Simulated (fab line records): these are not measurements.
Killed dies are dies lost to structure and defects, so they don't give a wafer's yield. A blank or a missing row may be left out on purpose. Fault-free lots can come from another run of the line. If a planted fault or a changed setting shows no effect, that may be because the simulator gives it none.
The same fault as seen by 2 desks    flow nand harc    numbers are kept per desk, each desk with only its own; the story behind them comes last

FROM THE METROLOGY DESK
What the gauges read, lot by lot, whatever tool the lot ran on: means of the sampled wafers that have a number. Marked OUT: a lot whose mean sits more than 4 standard deviations from the usual mean, which makes it out of limits; the brackets give that distance.
Columns: A = cd nm at NHARC_THIN_TSV_CD_MEAS_37, usual 5000 nm
lot   first seen here  A
L321  day 18 20:28     4998
L323  day 19 20:44     5001
L322  day 19 22:04     5002
L324  day 19 23:41     4997
L326  day 20 06:28     5002
L329  day 20 16:32     5001
L328  day 20 17:37     5001
L331  day 21 03:39     5006
L332  day 22 09:26     4999
L335  day 22 10:17     4999
L338  day 23 08:42     5000
L337  day 23 10:12     5000
L339  day 23 11:49     5002
Result from this desk: across the 13 lots, nothing is out of limits.

TOOL OWNER'S DESK, rie diel-12
The tool's own readings at NHARC_A_CONTACT_ETCH_92 (etches the open film in CH3F/O2, target depth 40 nm, time 85.7 s): means of the sampled wafers that have a number, for each lot that ran on this tool. Marked OUT: a lot whose mean sits more than 4 standard deviations from the usual mean, which makes it out of limits; the brackets give that distance.
Columns: A = ch3f flow sccm at NHARC_A_CONTACT_ETCH_92, usual 49.96 sccm; B = drypump motor current A at NHARC_A_CONTACT_ETCH_92, usual 5.7 A; C = oes product au at NHARC_A_CONTACT_ETCH_92, usual 0.931 a.u.; D = rf fwd power W at NHARC_A_CONTACT_ETCH_92, usual 495.6 W; E = rf vpp V at NHARC_A_CONTACT_ETCH_92, usual 244.4 V; F = showerhead plenum p Torr at NHARC_A_CONTACT_ETCH_92, usual 2.46 Torr; G = throttle valve pct at NHARC_A_CONTACT_ETCH_92, usual 20.664 %
lot   first seen here  A      B    C      D      E      F     G
L326  day 18 05:16     49.97  5.6  0.915  497.4  244.4  2.45  20.670
L328  day 19 00:37     49.90  5.8  0.907  495.3  245.1  2.44  20.666
L331  day 19 09:19     49.96  5.7  0.916  495.1  243.2  2.41  20.661
L332  day 20 12:52     49.84  5.4  0.933  495.4  244.8  2.46  20.655
L335  day 20 18:08     49.95  5.5  0.926  495.7  243.7  2.42  20.673
L337  day 21 10:27     49.98  5.6  0.920  494.3  244.8  2.45  20.666
Result from this desk: across the 6 lots, nothing is out of limits.

ALL TOGETHER
The metrology desk saw nothing out of limits.
The desk of the tool owner found nothing out of limits.

WHAT WAS PUT IN BY THE SIMULATOR
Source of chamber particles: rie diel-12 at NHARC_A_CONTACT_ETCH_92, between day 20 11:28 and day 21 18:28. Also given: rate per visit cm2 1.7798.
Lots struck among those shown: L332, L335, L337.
